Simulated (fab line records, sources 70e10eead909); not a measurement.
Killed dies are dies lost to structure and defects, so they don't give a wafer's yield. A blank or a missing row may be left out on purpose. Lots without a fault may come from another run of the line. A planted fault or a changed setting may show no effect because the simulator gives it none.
fab line records | flow nand_harc
record lots=24 wafers=72 last_day=25
route steps=1159 shown A_STAIRCASE@687 A_SGD_CUT@759
lots that met no fault: from a run of the same line without faults
start_h: hours from the record's first day to the start of the lot's first wafer shown | wait_h: hours since the lot's step before | " the same as in the row above | L1.1+2: a row that stands for several wafers | - no value, or no start given | * or withheld: withheld | < > ~ a bound
route shown NAME@n: a module of which the file shows steps, and the number in the route of the first | usual: mean/standard deviation of fault-free wafers | same: alike in all rows | chamber/n: place in a boat | sites: the reading at each site | _std_site: their standard deviation | _edge_site: outer sites' mean less inner sites' | radius_mm: how far each site lies from the wafer's centre | mask NAME#n: copy n | behind: the tool/chamber that last shaped the wafer | hold: why the lot was held/for how many hours/how that ended | device: the transistor (n, p or np) that didn't switch | end of line: the same wafers' tests at the end of the route | a step without rows: its recipe alone | killed: dies lost to structure and defects at the first sort, not the wafer's yield | map: a wafer's dies, x killed, . not, _ none there
set.NAME: the setting as run; set.NAME@STEP: as run at that earlier step | model.NAME: the simulator's own value behind a step, which no gauge read
steps of the route over a sample of lots; a table a step, a row a wafer
services: from which hour (start_h, from the record's first day; less than 0 if before it) a tool's chamber was out of use, for how many hours, and why
## steps
# step NHARC_A_STAIRCASE_DESCUM_312
# recipe time_s=3 o2_flow_sccm=200 ar_flow_sccm=0 bias_power_w=0 chemistry=O2
# usual drypump_motor_current_A=6.0/0.4 oes_product_au=0.996/0.009 rf_vpp_V=57.7/0.89 showerhead_plenum_p_Torr=1.89/0.093 throttle_valve_pct=11.311/0.01
# columns lot.wafer tool chamber start_h wait_h drypump_motor_current_A oes_product_au rf_hours_counter_h rf_vpp_V showerhead_plenum_p_Torr throttle_valve_pct
L074.3 rie_diel-01 2 258.62 - 5.8 0.989 40 56.6 1.81 11.311
L074.1 " 0 " " 5.7 0.990 44 58.1 1.88 11.330
L074.6 " 1 " " 5.6 0.993 - 56.9 1.80 11.301
L075.2 rie_diel-06 1 259.08 - 6.5 0.989 2 58.5 2.01 11.311
L075.3 " 2 " " 6.4 0.995 4 57.8 1.96 11.318
L075.6 " 0 " " 5.9 0.988 - 59.6 1.96 11.306
L076.1 rie_diel-06 0 268.91 - 5.9 0.983 5 58.8 1.96 11.314
L076.4 " 1 " " 6.5 1.007 6 58.7 2.01 11.321
L076.5 " 0 " " 5.9 0.989 - 58.3 1.96 11.319
L077.1 rie_diel-13 1 269.34 - 5.3 0.992 56 58.9 1.82 11.311
L077.6 " 3 " " 5.4 0.991 - 56.7 1.78 11.309
L077.5 " 0 " " 5.7 0.973 - 58.4 1.94 11.313
L079.1 rie_diel-01 0 283.04 - 5.7 0.993 50 57.4 1.88 11.328
L079.4 " 2 " " 5.8 0.999 47 57.8 1.81 11.309
L079.6 " 3 " " 6.0 0.985 - 57.3 1.92 11.313
L078.4 rie_diel-01 2 285.21 - 5.8 0.988 48 56.9 1.81 11.308
L078.1 " 3 " " 6.0 0.994 55 57.5 1.92 11.297
L078.6 " 2 " " 5.8 1.005 - 57.2 1.81 11.328
L081.4 rie_diel-01 0 302.11 - 5.7 1.001 57 56.8 1.88 11.318
L081.1 " 1 " " 5.6 0.997 59 57.2 1.79 11.315
L081.3 " 2 " " 5.8 0.999 55 57.7 1.80 11.318
L080.4 rie_diel-01 0 303.45 - 5.8 0.981 58 57.4 1.88 11.310
L080.2 " 1 " " 5.6 0.989 60 57.5 1.79 11.306
L080.6 " 3 " " 6.0 0.983 - 57.3 1.92 11.302
L082.4 rie_diel-13 3 319.96 - 5.4 0.989 16 58.0 1.77 11.315
L082.2 " 0 " " 5.6 1.000 14 58.1 1.94 11.315
L082.1 " 1 " " 5.3 0.994 15 56.7 1.81 11.291
L083.1 rie_diel-13 2 321.77 - 6.5 0.990 16 57.5 2.07 11.295
L083.3 " 3 " " 5.4 0.984 17 56.6 1.77 11.314
L083.6 " 3 " " 5.4 0.983 - 57.4 1.77 11.306
L085.4 rie_diel-13 2 327.07 - 6.5 0.992 21 58.1 2.07 11.306
L085.3 " 3 " " 5.5 0.995 22 55.7 1.77 11.302
L085.5 " 3 " " 5.4 0.984 - 57.3 1.77 11.292
L084.3 rie_diel-01 0 329.76 - 5.8 1.008 2 58.1 1.88 11.302
L084.5 " 1 " " 5.6 0.993 - 57.5 1.79 11.304
L084.6 " 2 " " 5.8 0.999 - 58.5 1.80 11.325
L087.2 rie_diel-01 3 334.04 - 6.0 1.005 4 58.7 1.92 11.303
L087.1 " 2 " " 5.8 1.009 4 57.1 1.80 11.307
L087.6 " 2 " " 5.8 1.005 - 58.7 1.80 11.305
L086.1 rie_diel-01 0 341.88 - 5.8 1.007 6 56.5 1.87 11.304
L086.4 " 2 " " 5.8 1.006 6 57.2 1.80 11.310
L086.6 " 0 " " 5.7 1.017 - 57.3 1.87 11.318
L088.1 rie_diel-06 3 343.82 - 6.3 0.994 36 57.7 1.77 11.279
L088.3 " 0 " " 5.9 0.983 37 58.5 1.95 11.299
L088.5 " 2 " " 6.4 0.981 - 57.5 1.95 11.317
L089.2 rie_diel-06 0 345.23 - 5.9 0.991 38 57.7 1.95 11.303
L089.1 " 2 " " 6.5 0.993 35 58.5 1.95 11.307
L089.5 " 0 " " 5.9 0.993 - 57.5 1.95 11.334
L090.2 rie_diel-13 2 356.87 - 6.5 0.999 31 60.2 2.07 11.315
L090.1 " 0 " " 5.6 1.000 28 58.0 1.93 11.325
L090.4 " 1 " " 5.3 0.998 30 58.0 1.81 11.319
L091.3 rie_diel-01 2 359.90 - 5.8 1.006 12 55.7 1.80 11.323
L091.4 " 3 " " 6.0 0.996 12 58.2 1.92 11.322
L091.1 " 0 " " 5.8 1.010 12 57.8 1.87 11.317
L092.1 rie_diel-06 0 360.05 - 5.9 0.997 43 58.4 1.95 11.315
L092.5 " 2 " " 6.4 1.000 - 59.0 1.94 11.313
L092.6 " 0 " " 5.9 0.984 - 57.1 1.95 11.311
L093.2 rie_diel-13 2 373.93 - 6.5 0.991 38 59.6 2.06 11.315
L093.1 " 0 " " 5.6 1.020 34 57.2 1.93 11.308
L093.3 " 1 " " 5.3 1.006 36 56.7 1.80 11.320
L094.3 rie_diel-06 0 376.72 - 5.9 0.992 49 58.4 1.95 11.307
L094.4 " 0 " " 5.9 1.003 - 57.6 1.95 11.299
L094.6 " 1 " " 6.6 1.003 - 57.7 1.99 11.320
L095.2 rie_diel-06 1 384.12 - 6.5 1.009 52 58.8 1.99 11.303
L095.1 " 2 " " 6.4 0.996 51 58.2 1.94 11.319
L095.6 " 0 " " 5.9 1.003 - 58.3 1.95 11.300
L096.4 rie_diel-13 1 391.11 - 5.3 0.996 44 57.5 1.80 11.324
L096.2 " 0 " " 5.6 0.999 42 58.0 1.93 11.297
L096.5 " 1 " " 5.3 0.994 - 56.7 1.80 11.305
L097.1 rie_diel-06 1 403.27 - 6.6 1.006 59 58.7 1.99 11.312
L097.3 " 3 " " 6.3 1.017 51 57.7 1.76 11.281
L097.6 " 1 " " 6.6 1.017 - 57.7 1.99 11.311
# step NHARC_A_STAIRCASE_CMP_450
# recipe target_thk_nm=200 material=SiO2
# usual motor_current_A=12.8/1.4 slurry_filter_dp_kPa=13.51/0.14
# columns lot.wafer tool chamber start_h wait_h motor_current_A slurry_filter_dp_kPa
L075.2 cmp-02 1 302.07 - 13.0 13.57
L075.3 " 2 " " 14.2 13.73
L075.6 " 0 " " 13.6 13.29
L074.3 cmp-03 1 302.38 - 12.0 13.61
L074.1 " 3 " " 12.6 13.41
L074.6 " 1 " " 12.7 13.29
L077.1 cmp-02 1 313.64 - 12.9 13.44
L077.5 " 1 " " 12.6 13.65
L077.6 " 2 " " 14.0 13.45
L076.4 cmp-03 0 313.89 - 12.9 13.55
L076.1 " 1 " " 12.8 13.65
L076.5 " 1 " " 13.0 13.54
L079.1 cmp-03 3 328.62 - 13.3 13.06
L079.4 " 1 " " 12.4 13.47
L079.6 " 0 " " 13.2 13.30
L078.4 cmp-04 2 328.76 - 14.4 13.51
L078.1 " 3 " " 12.8 13.48
L078.6 " 2 " " 14.4 13.68
L081.3 cmp-02 3 352.77 - 9.4 13.40
L081.1 " 0 " " 13.0 13.51
L081.4 " 2 " " 13.9 13.41
L080.2 cmp-02 1 353.28 - 12.6 13.52
L080.4 " 0 " " 13.8 13.76
L080.6 " 2 " " 13.7 13.46
L082.2 cmp-04 2 368.97 - 13.9 13.36
L082.4 " 3 " " 13.8 13.42
L082.1 " 0 " " 13.5 13.42
L084.3 cmp-03 3 369.42 - 12.7 13.33
L084.6 " 3 " " 13.3 13.34
L084.5 " 0 " " 12.7 13.37
L083.3 cmp-04 1 370.44 - 14.3 13.55
L083.1 " 2 " " 14.1 13.34
L083.6 " 3 " " 13.5 13.56
L085.3 cmp-02 1 371.23 - 12.8 13.44
L085.4 " 0 " " 13.3 13.31
L085.5 " 2 " " 13.8 13.52
L087.1 cmp-03 2 383.23 - 14.3 13.35
L087.2 " 1 " " 12.9 13.68
L087.6 " 3 " " 13.2 13.57
L089.1 cmp-04 1 392.22 - 15.2 13.45
L089.2 " 3 " " 13.0 13.53
L089.5 " 2 " " 13.7 13.64
L088.3 cmp-03 3 392.60 - 12.5 13.48
L088.1 " 1 " " 12.3 13.37
L088.5 " 0 " " 12.9 13.52
L086.4 cmp-02 0 392.89 - 12.8 13.24
L086.1 " 1 " " 12.6 13.31
L086.6 " 3 " " 9.7 13.65
L092.1 cmp-04 0 404.60 - 13.7 13.58
L092.6 " 1 " " 14.1 13.63
L092.5 " 2 " " 14.0 13.65
L090.2 cmp-02 3 404.70 - 9.1 13.55
L090.1 " 0 " " 12.7 13.67
L090.4 " 1 " " 12.8 13.63
L091.3 cmp-03 1 404.87 - 11.9 13.40
L091.4 " 2 " " 14.4 13.60
L091.1 " 3 " " 12.4 13.53
L093.2 cmp-02 2 421.63 - 12.9 13.75
L093.3 " 3 " " 9.6 13.58
L093.1 " 1 " " 12.3 13.44
L094.3 cmp-03 1 421.92 - 12.4 13.75
L094.4 " 3 " " 12.6 13.70
L094.6 " 0 " " 13.4 13.71
L096.4 cmp-03 1 431.13 - 12.5 13.63
L096.2 " 2 " " 14.5 13.58
L096.5 " 1 " " 12.8 13.83
L095.1 cmp-02 0 431.25 - 12.6 13.50
L095.2 " 1 " " 12.4 13.60
L095.6 " 1 " " 12.1 13.73
L097.1 cmp-02 3 448.96 - 9.1 13.74
L097.3 " 0 " " 12.5 13.33
L097.6 " 0 " " 13.4 13.60
# step NHARC_A_STAIRCASE_STRIP_475
# recipe time_s=20 o2_flow_sccm=500 ar_flow_sccm=0 bias_w=0 chemistry=O2
# usual drypump_motor_current_A=5.9/0.35 oes_product_au=1.002/0.0088 rf_vpp_V=57.7/0.97 showerhead_plenum_p_Torr=3.45/0.15 throttle_valve_pct=17.037/0.0093
# columns lot.wafer tool chamber start_h wait_h drypump_motor_current_A oes_product_au rf_hours_counter_h rf_vpp_V showerhead_plenum_p_Torr throttle_valve_pct
L075.3 rie_diel-06 0 - - 5.9 0.992 19 58.0 3.60 17.037
L075.2 " 1 " " 6.6 0.986 19 58.7 3.68 17.034
L075.6 " 2 " " 6.4 0.991 - 58.3 3.59 17.024
L074.1 rie_diel-06 1 - - 6.5 1.006 20 58.8 3.68 17.029
L074.3 " 3 " " 6.3 1.002 19 58.2 3.28 17.041
L074.6 " 1 " " 6.5 0.995 - 57.9 3.68 17.047
L077.1 rie_diel-13 2 - - 6.5 0.998 13 58.7 3.80 17.036
L077.5 " 0 " " 5.7 1.003 - 58.3 3.57 17.037
L077.6 " 1 " " 5.3 1.006 - 57.6 3.35 17.052
L076.1 rie_diel-13 3 - - 5.4 0.994 14 58.0 3.29 17.036
L076.4 " 2 " " 6.5 1.009 13 58.8 3.80 17.040
L076.5 " 0 " " 5.6 1.018 - 58.5 3.57 17.028
L079.4 rie_diel-01 1 - - 5.6 1.005 2 58.6 3.32 17.039
L079.1 " 0 " " 5.8 1.011 2 58.6 3.46 17.026
L079.6 " 2 " " 5.8 1.005 - 56.8 3.34 17.041
L078.4 rie_diel-06 3 - - 6.3 0.994 31 58.7 3.28 17.053
L078.1 " 0 " " 5.9 0.990 31 57.4 3.59 17.024
L078.6 " 2 " " 6.4 0.981 - 59.6 3.59 17.047
L081.4 rie_diel-13 3 - - 5.5 0.986 31 56.8 3.28 17.037
L081.3 " 0 " " 5.6 0.997 27 57.8 3.56 17.038
L081.1 " 2 " " 6.5 0.982 30 58.2 3.79 17.020
L080.2 rie_diel-13 3 - - 5.4 0.987 31 56.6 3.28 17.032
L080.4 " 1 " " 5.3 1.003 29 55.4 3.34 17.048
L080.6 " 0 " " 5.7 1.005 - 56.8 3.56 17.040
L082.2 rie_diel-06 1 370.15 0.3 6.5 1.006 47 58.7 3.67 17.041
L082.1 " 2 " " 6.4 0.992 46 56.6 3.58 17.053
L082.4 " 0 " " 5.9 0.991 - 56.8 3.59 17.036
L084.3 rie_diel-01 1 - - 5.6 1.002 14 56.9 3.31 17.041
L084.6 " 0 " " 5.8 1.012 - 57.3 3.46 17.031
L084.5 " 1 " " 5.6 0.995 - 57.6 3.31 17.025
L083.3 rie_diel-01 0 - - 5.7 1.013 17 56.5 3.46 17.032
L083.1 " 1 " " 5.6 1.008 14 57.9 3.31 17.027
L083.6 " 0 " " 5.8 1.002 - 57.7 3.46 17.038
L085.4 rie_diel-01 3 - - 6.0 1.000 18 57.7 3.53 17.032
L085.3 " 0 " " 5.8 1.008 17 58.2 3.46 17.040
L085.5 " 3 " " 6.0 1.012 - 58.0 3.53 17.034
L087.1 rie_diel-01 3 - - 6.0 1.007 23 59.2 3.53 17.042
L087.2 " 0 " " 5.8 1.009 22 57.7 3.45 17.031
L087.6 " 3 " " 6.0 1.001 - 58.0 3.53 17.041
L089.1 rie_diel-01 1 - - 5.6 1.005 24 57.9 3.31 17.043
L089.2 " 2 " " 5.8 1.019 26 58.2 3.32 17.037
L089.5 " 2 " " 5.7 1.015 - 55.6 3.32 17.032
L088.3 rie_diel-01 2 - - 5.8 1.013 27 55.6 3.32 17.043
L088.1 " 0 " " 5.8 1.006 27 57.7 3.45 17.041
L088.5 " 1 " " 5.6 0.999 - 56.6 3.30 17.043
L086.4 rie_diel-13 0 - - 5.6 1.005 43 57.9 3.55 17.043
L086.1 " 2 " " 6.5 1.000 45 58.9 3.78 17.046
L086.6 " 0 " " 5.7 1.009 - 56.6 3.55 17.050
L092.1 rie_diel-01 2 - - 5.8 1.005 31 56.4 3.32 17.040
L092.5 " 1 " " 5.6 1.004 - 57.7 3.30 17.036
L092.6 " 2 " " 5.8 1.001 - 56.2 3.32 17.048
L090.1 rie_diel-01 2 - - 5.8 1.015 31 58.3 3.32 17.031
L090.4 " 3 " " 6.0 0.997 33 58.7 3.52 17.051
L090.2 " 0 " " 5.8 1.023 33 58.2 3.45 17.039
L091.3 rie_diel-13 0 - - 5.6 1.009 48 58.0 3.55 17.022
L091.1 " 1 " " 5.3 1.010 49 57.5 3.33 17.040
L091.4 " 2 " " 6.5 0.999 50 58.7 3.78 17.036
L093.3 rie_diel-13 1 - - 5.3 0.997 55 57.8 3.33 17.038
L093.2 " 2 " " 6.5 0.999 56 59.7 3.78 17.048
L093.1 " 0 " " 5.7 1.015 52 56.6 3.55 17.050
L094.4 rie_diel-01 3 - - 6.0 1.008 38 57.3 3.52 17.051
L094.3 " 0 " " 5.8 1.014 38 58.2 3.44 17.038
L094.6 " 3 " " 6.0 0.999 - 57.7 3.52 17.033
L096.2 rie_diel-06 3 - - 6.3 0.999 2 59.0 3.81 17.026
L096.4 " 1 " " 6.6 1.006 3 58.2 3.66 17.036
L096.5 " 0 " " 5.9 1.003 - 56.9 3.57 17.043
L095.2 rie_diel-01 1 - - 5.6 0.993 40 55.9 3.30 17.035
L095.1 " 2 " " 5.8 1.011 42 58.5 3.32 17.040
L095.6 " 2 " " 5.8 0.997 - 58.0 3.32 17.035
L097.1 rie_diel-01 2 - - 5.8 1.011 49 58.5 3.31 17.040
L097.3 " 3 " " 6.0 0.991 48 57.1 3.51 17.022
L097.6 " 0 " " 5.8 1.002 - 57.7 3.44 17.034
# step NHARC_A_SGD_CUT_OVL_MEAS_10
# usual overlay_x_nm=-0.2/0.83 overlay_y_nm=0.1/0.75
# columns lot.wafer tool chamber start_h wait_h overlay_x_nm overlay_y_nm
L075.2 overlay-02 - 304.62 - -0.8 -1.2
L075.3 " - " " -0.7 -0.9
L075.6 " - " " -0.2 -1.7
L074.1 overlay-02 - 305.16 - 0.5 1.5
L074.3 " - " " 0.8 1.1
L074.6 " - " " 0.5 1.2
L077.1 overlay-02 - 316.48 - 0.9 0.1
L077.5 " - " " 1.3 -0.9
L077.6 " - " " 1.3 -0.3
L076.1 overlay-02 - 316.85 - 1.0 -0.6
L076.4 " - " " 0.8 -0.5
L076.5 " - " " 0.8 -0.4
L079.1 overlay-01 - 331.46 - -1.1 1.8
L079.4 " - " " -1.2 1.1
L079.6 " - " " -1.0 0.6
L078.1 overlay-01 - 331.63 - -0.6 0.2
L078.4 " - " " -0.8 0.4
L078.6 " - " " -0.4 0.3
L081.1 overlay-02 - 355.51 - 0.9 -0.3
L081.3 " - " " 0.9 0.0
L081.4 " - " " 0.4 0.3
L080.2 overlay-01 - 355.98 - 0.2 -1.4
L080.4 " - " " -0.4 -1.4
L080.6 " - " " 0.1 -1.1
L082.1 overlay-02 - 371.67 - -0.5 0.5
L082.2 " - " " -0.1 0.1
L082.4 " - " " -0.3 0.0
L084.3 overlay-02 - 372.09 - -1.5 -1.2
L084.5 " - " " -1.2 -1.5
L084.6 " - " " -1.1 -1.7
L083.1 overlay-02 - 372.96 - 0.2 0.3
L083.3 " - " " 0.4 -0.2
L083.6 " - " " 0.1 -0.7
L085.3 overlay-01 - 373.82 - 0.0 0.3
L085.4 " - " " -0.2 0.1
L085.5 " - " " -0.2 0.2
L087.1 overlay-02 - 385.99 - -1.3 -0.5
L087.2 " - " " -1.1 -0.6
L087.6 " - " " -1.1 -0.6
L089.1 overlay-02 - 394.80 - 0.3 1.3
L089.2 " - " " 0.7 0.9
L089.5 " - " " 0.7 0.5
L088.1 overlay-01 - 395.17 - -1.0 0.1
L088.3 " - " " -1.6 0.6
L088.5 " - " " -2.2 0.3
L086.1 overlay-02 - 395.44 - 0.0 0.8
L086.4 " - " " 0.1 0.3
L086.6 " - " " 0.0 0.6
L092.1 overlay-01 - 407.19 - -0.9 0.1
L092.5 " - " " -0.8 0.2
L092.6 " - " " -1.2 0.3
L090.1 overlay-01 - 407.48 - 0.1 1.5
L090.2 " - " " 0.3 0.9
L090.4 " - " " 0.2 1.2
L091.1 overlay-02 - 407.64 - -0.1 0.4
L091.3 " - " " -0.4 -0.1
L091.4 " - " " 0.0 0.4
L093.1 overlay-01 - 424.70 - 0.2 0.0
L093.2 " - " " 0.7 -0.4
L093.3 " - " " 0.9 0.3
L094.3 overlay-01 - 424.91 - 0.1 0.2
L094.4 " - " " 0.2 -0.3
L094.6 " - " " 0.2 -0.3
L096.2 overlay-01 - 433.84 - -1.1 -0.5
L096.4 " - " " -0.4 -0.9
L096.5 " - " " -0.5 -0.5
L095.1 overlay-01 - 434.01 - -1.4 0.6
L095.2 " - " " -1.4 0.9
L095.6 " - " " -1.3 0.7
L097.1 overlay-01 - 451.50 - 1.3 0.0
L097.3 " - " " 0.8 -0.6
L097.6 " - " " 1.1 0.3
# step NHARC_A_SGD_CUT_STRIP_17
# recipe o2_flow_sccm=500 ar_flow_sccm=0 bias_w=0 chemistry=O2
# usual drypump_motor_current_A=6.0/0.47 oes_product_au=0.998/0.0094 rf_vpp_V=57.9/0.89 showerhead_plenum_p_Torr=3.53/0.16 throttle_valve_pct=17.036/0.011
# columns lot.wafer tool chamber start_h wait_h drypump_motor_current_A oes_product_au rf_hours_counter_h rf_vpp_V showerhead_plenum_p_Torr throttle_valve_pct
L075.2 rie_diel-10 3 - - 5.8 0.992 8 56.8 3.39 17.037
L075.3 " 2 " " 6.6 0.991 9 58.6 3.72 17.033
L075.6 " 3 " " 5.8 1.003 - 57.9 3.39 17.026
L074.3 rie_diel-12 2 - - 6.6 0.997 12 58.8 3.55 17.028
L074.1 " 3 " " 5.7 0.984 11 57.7 3.40 17.043
L074.6 " 2 " " 6.6 1.000 - 57.4 3.54 17.027
L077.1 rie_diel-10 2 - - 6.6 1.000 10 58.0 3.72 17.020
L077.5 " 2 " " 6.7 1.001 - 58.8 3.72 17.042
L077.6 " 3 " " 5.8 1.004 - 57.9 3.39 17.055
L076.1 rie_diel-10 0 - - 6.3 0.998 9 59.8 3.75 17.011
L076.4 " 1 " " 5.2 0.977 9 58.7 3.36 17.036
L076.5 " 0 " " 6.3 0.998 - 58.5 3.75 17.014
L078.1 rie_diel-08 3 - - 6.5 1.005 3 57.1 3.45 17.041
L078.4 " 3 " " 6.5 1.012 - 58.1 3.45 17.046
L078.6 " 1 " " 6.0 1.003 - 58.2 3.60 17.024
L079.1 rie_diel-10 0 - - 6.3 0.996 9 57.9 3.75 17.036
L079.4 " 1 " " 5.3 0.974 9 56.9 3.36 17.021
L079.6 " 2 " " 6.7 0.991 - 57.6 3.72 17.041
L081.1 rie_diel-08 3 - - 6.6 1.005 5 55.3 3.45 17.038
L081.3 " 1 " " 5.9 1.005 5 56.7 3.60 17.049
L081.4 " 3 " " 6.6 1.003 - 57.6 3.45 17.035
L080.4 rie_diel-12 3 - - 5.7 0.999 16 58.4 3.40 17.026
L080.2 " 1 " " 6.6 1.002 18 57.3 3.60 17.030
L080.6 " 3 " " 5.7 0.997 - 57.3 3.40 17.038
L082.1 rie_diel-12 1 - - 6.5 1.005 19 57.3 3.60 17.030
L082.2 " 3 " " 5.7 1.005 18 58.7 3.40 17.034
L082.4 " 3 " " 5.7 1.013 - 57.7 3.40 17.033
L084.3 rie_diel-08 0 - - 5.4 1.005 6 58.3 3.76 17.042
L084.6 " 2 " " 6.0 0.996 - 57.0 3.30 17.032
L084.5 " 3 " " 6.5 1.017 - 58.8 3.45 17.038
L083.3 rie_diel-10 3 - - 5.8 0.988 1 57.5 3.39 17.022
L083.1 " 0 " " 6.3 0.993 2 58.2 3.74 17.038
L083.6 " 1 " " 5.3 1.000 - 56.8 3.35 17.050
L085.4 rie_diel-08 2 - - 5.9 0.975 7 56.8 3.30 17.026
L085.3 " 3 " " 6.6 1.004 7 58.7 3.45 17.047
L085.5 " 0 " " 5.4 1.012 - 59.1 3.76 17.036
L087.2 rie_diel-10 2 - - 6.6 0.983 2 58.4 3.72 17.015
L087.1 " 0 " " 6.3 0.999 2 59.0 3.74 17.032
L087.6 " 1 " " 5.3 1.007 - 57.3 3.35 17.031
L089.1 rie_diel-10 2 - - 6.7 0.996 2 58.3 3.72 17.051
L089.2 " 3 " " 5.8 0.976 2 57.8 3.39 17.046
L089.5 " 3 " " 5.8 0.994 - 57.7 3.39 17.026
L088.3 rie_diel-08 0 - - 5.4 1.015 9 58.2 3.76 17.033
L088.1 " 2 " " 5.9 0.987 10 57.4 3.30 17.029
L088.5 " 1 " " 5.9 1.006 - 57.9 3.60 17.049
L086.1 rie_diel-10 1 - - 5.3 1.008 3 56.0 3.35 17.028
L086.4 " 3 " " 5.8 0.990 3 58.5 3.39 17.052
L086.6 " 1 " " 5.2 1.007 - 57.4 3.35 17.026
L092.1 rie_diel-12 1 - - 6.5 0.992 2 58.3 3.60 17.038
L092.6 " 3 " " 5.7 0.993 - 58.7 3.40 17.036
L092.5 " 0 " " 5.8 1.004 - 58.4 3.32 17.041
L090.4 rie_diel-10 1 - - 5.3 0.998 5 58.8 3.35 17.043
L090.2 " 2 " " 6.6 0.990 4 59.1 3.71 17.054
L090.1 " 3 " " 5.8 0.988 4 56.7 3.39 17.045
L091.1 rie_diel-10 3 - - 5.8 0.992 4 57.4 3.39 17.042
L091.3 " 0 " " 6.3 1.006 4 57.8 3.74 17.038
L091.4 " 1 " " 5.3 1.004 5 58.3 3.35 17.034
L093.2 rie_diel-08 0 - - 5.4 0.999 11 58.3 3.76 17.025
L093.3 " 1 " " 5.9 1.010 12 57.4 3.59 17.021
L093.1 " 3 " " 6.5 1.019 12 58.1 3.45 17.047
L094.4 rie_diel-10 3 - - 5.8 1.001 4 57.3 3.39 17.039
L094.3 " 2 " " 6.7 0.986 5 57.4 3.71 17.020
L094.6 " 3 " " 5.8 0.996 - 57.4 3.39 17.045
L096.4 rie_diel-10 2 - - 6.7 0.995 5 57.1 3.71 17.040
L096.2 " 3 " " 5.8 1.002 5 58.5 3.39 17.025
L096.5 " 2 " " 6.7 0.992 - 57.5 3.71 17.043
L095.2 rie_diel-12 1 - - 6.5 0.987 4 58.5 3.60 17.026
L095.1 " 0 " " 5.8 0.999 4 58.2 3.32 17.037
L095.6 " 1 " " 6.5 0.997 - 57.4 3.60 17.040
L097.3 rie_diel-10 2 - - 6.6 0.987 6 58.1 3.71 17.032
L097.1 " 3 " " 5.8 1.008 5 58.7 3.39 17.035
L097.6 " 2 " " 6.6 0.994 - 57.3 3.71 17.041
# step NHARC_A_SGD_CUT_CMP_21
# recipe target_thk_nm=148.19
# usual motor_current_A=12.9/1.3 slurry_filter_dp_kPa=13.51/0.13 time_to_endpoint_s=50.7/2.8
# columns lot.wafer tool chamber start_h wait_h motor_current_A slurry_filter_dp_kPa time_to_endpoint_s
L074.1 cmp-01 2 310.64 0.4 13.2 13.63 50.0
L074.3 " 3 " " 12.3 13.62 47.7
L074.6 " 0 " " 9.2 13.46 47.2
L075.2 cmp-03 2 310.64 0.4 14.7 13.49 50.7
L075.3 " 3 " " 12.6 13.64 50.8
L075.6 " 1 " " 12.1 13.46 55.9
L076.4 cmp-03 2 323.21 0.4 14.4 13.58 50.1
L076.1 " 0 " " 13.6 13.63 49.9
L076.5 " 2 " " 14.2 13.38 49.1
L077.1 cmp-04 0 323.25 0.4 13.5 13.46 49.0
L077.5 " 2 " " 13.9 13.37 49.0
L077.6 " 3 " " 13.6 13.88 51.9
L079.1 cmp-03 3 339.30 0.4 12.2 13.51 52.2
L079.4 " 1 " " 12.2 13.67 56.0
L079.6 " 3 " " 12.8 13.59 54.7
L078.4 cmp-04 3 339.31 0.4 13.2 13.57 51.8
L078.1 " 0 " " 12.3 13.17 48.3
L078.6 " 3 " " 13.7 13.38 52.5
L081.3 cmp-01 3 362.04 0.4 12.8 13.49 48.6
L081.4 " 0 " " 9.6 13.54 49.2
L081.1 " 2 " " 12.7 13.76 51.1
L080.2 cmp-04 3 362.04 0.4 13.4 13.55 57.5
L080.4 " 1 " " 14.9 13.29 51.3
L080.6 " 3 " " 13.1 13.55 54.6
L082.2 cmp-04 3 377.78 0.4 12.8 13.55 55.7
L082.4 " 0 " " 12.9 13.27 49.8
L082.1 " 1 " " 14.7 13.55 50.8
L084.3 cmp-03 1 377.79 0.4 12.2 13.30 51.9
L084.6 " 1 " " 12.6 13.41 56.0
L084.5 " 2 " " 13.9 13.61 48.0
L085.3 cmp-04 2 377.96 0.5 13.9 13.50 51.8
L085.4 " 0 " " 13.1 13.68 48.0
L085.5 " 2 " " 13.9 13.25 51.7
L083.1 cmp-03 1 377.96 0.5 12.3 13.22 56.0
L083.3 " 2 " " 14.6 13.64 52.5
L083.6 " 1 " " 13.0 13.67 55.2
L087.1 cmp-03 2 392.07 0.4 12.9 13.61 46.5
L087.2 " 3 " " 12.4 13.46 51.8
L087.6 " 2 " " 14.4 13.57 48.5
L089.1 cmp-03 1 402.60 0.4 12.5 13.61 55.5
L089.2 " 0 " " 13.5 13.52 48.9
L089.5 " 2 " " 14.5 13.44 49.5
L086.1 cmp-01 3 402.61 0.4 11.8 13.42 50.0
L086.4 " 1 " " 11.6 13.64 50.8
L086.6 " 3 " " 12.2 13.73 45.6
L088.1 cmp-03 1 402.78 0.5 12.1 13.73 51.3
L088.3 " 3 " " 12.4 13.25 51.5
L088.5 " 0 " " 12.8 13.49 47.0
L091.1 cmp-03 0 412.98 0.4 13.4 13.52 46.5
L091.3 " 1 " " 12.2 13.44 51.4
L091.4 " 3 " " 12.8 13.44 50.7
L090.1 cmp-04 0 412.99 0.4 13.0 13.38 50.6
L090.2 " 1 " " 14.9 13.45 50.3
L090.4 " 2 " " 13.8 13.45 52.5
L092.1 cmp-01 2 413.00 0.4 13.1 13.34 49.9
L092.5 " 1 " " 11.5 13.46 49.2
L092.6 " 2 " " 13.1 13.39 49.9
L093.3 cmp-04 1 430.50 0.4 14.6 13.47 51.3
L093.2 " 2 " " 14.1 13.30 53.4
L093.1 " 3 " " 13.0 13.64 53.5
L094.3 cmp-01 3 430.55 0.4 12.6 13.46 46.2
L094.4 " 0 " " 9.4 13.46 47.2
L094.6 " 2 " " 12.5 13.68 48.3
L095.2 cmp-01 3 440.68 0.4 12.2 13.54 47.0
L095.1 " 1 " " 10.9 13.31 47.9
L095.6 " 3 " " 11.5 13.37 49.1
L096.2 cmp-03 1 440.68 0.4 13.0 13.44 58.1
L096.4 " 3 " " 12.3 13.50 52.6
L096.5 " 2 " " 14.6 13.58 51.3
L097.3 cmp-04 2 462.53 0.4 13.2 13.22 52.2
L097.1 " 3 " " 13.6 13.47 56.3
L097.6 " 3 " " 13.2 13.66 54.9
## services
# columns tool chamber start_h hours kind
cmp-04 - 234.78 1.7 repair
rie_diel-06 - 241.27 9.0 pm
cmp-03 - 254.00 4.0 pm
rie_diel-01 1 255.60 2.0 repair
cmp-03 - 260.32 0.7 repair
rie_diel-01 0 260.84 5.2 repair
cmp-03 - 272.47 0.9 repair
rie_diel-13 - 276.08 9.0 pm
cmp-03 - 294.03 1.7 repair
rie_diel-06 - 296.99 3.5 repair
cmp-03 - 303.28 2.6 repair
rie_diel-01 1 308.71 14.6 repair
rie_diel-13 2 309.80 3.9 repair
rie_diel-01 - 315.40 9.0 pm
cmp-03 - 324.01 0.5 repair
rie_diel-01 1 333.90 6.0 repair
cmp-03 - 352.00 4.0 pm
cmp-03 - 360.87 1.7 repair
cmp-03 - 379.62 1.2 repair
cmp-03 - 415.81 1.8 repair
rie_diel-13 2 445.58 10.8 repair
cmp-03 - 450.00 4.0 pm
rie_diel-13 - 453.25 9.0 pm
cmp-03 - 456.41 2.1 repair
## key
fault none
